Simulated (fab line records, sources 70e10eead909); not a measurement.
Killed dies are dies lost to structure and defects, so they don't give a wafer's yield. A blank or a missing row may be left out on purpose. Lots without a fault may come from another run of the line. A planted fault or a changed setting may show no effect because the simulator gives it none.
Chamber matching | flow nand_harc | NHARC_A_BLC_STRIP_21 on rie_diel-10: 4 sister chambers
The step strips in O2. 8 wafers are shown with their chamber, then 12 later ones without.

WAFERS WITH THEIR CHAMBER
wafer  | chamber | drypump_motor_current_A (A) | oes_product_au (a.u.)
L078.4 | 0       | 5.7                         | 1.015
L079.1 | 2       | 5.0                         | 0.984
L084.2 | 2       | 5.0                         | 0.994
L083.2 | 3       | 5.4                         | 0.996
L083.4 | 0       | 5.7                         | 1.007
L091.1 | 1       | 5.6                         | 0.978
L091.3 | 3       | 5.4                         | 0.993
L091.5 | 1       | 5.7                         | 0.981

WAFERS WITHOUT THEIR CHAMBER
wafer  | drypump_motor_current_A (A) | oes_product_au (a.u.)
L086.1 | 5.4                         | 0.983
L086.2 | 5.7                         | 0.994
L086.4 | 5.0                         | 0.979
L089.2 | 5.7                         | 1.005
L089.4 | 5.4                         | 0.997
L089.6 | 5.4                         | 0.998
L096.1 | 5.7                         | 0.998
L096.5 | 5.6                         | 1.001
L096.6 | 5.7                         | 1.001
L093.2 | 5.4                         | 0.989
L093.3 | 5.6                         | 0.999
L093.5 | 5.4                         | 0.991

WHICH CHAMBER EACH WENT THROUGH
wafer  | from the rows above          | in truth
L086.1 | 3                            | 3
L086.2 | can't be placed: 1 or 0      | 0
L086.4 | 2                            | 2
L089.2 | 0                            | 0
L089.4 | 3                            | 3
L089.6 | 3                            | 3
L096.1 | can't be placed: 0 or 1      | 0
L096.5 | can't be placed: 0 or 1      | 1
L096.6 | 0                            | 0
L093.2 | 3                            | 3
L093.3 | can't be placed: 0 or 1 or 3 | 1
L093.5 | 3                            | 3
Placed correctly: 8 of 12. Can't be placed from these rows: 4 (the true chamber is among the candidates in 4). Placed wrongly: 0.
How it was worked out, from the rows above alone: a wafer's distance from a chamber is the root of the sum, over the readings, of the square of ((its reading less the chamber's mean) divided by the reading's scatter). The wafer belongs to the nearest chamber; if the next one is less than 2 further off, it can't be placed. A chamber's mean is the mean of its shown wafers. The scatter: the root of (the sum of the squares of (reading less its chamber's mean) over the shown wafers, divided by (wafers less chambers)).
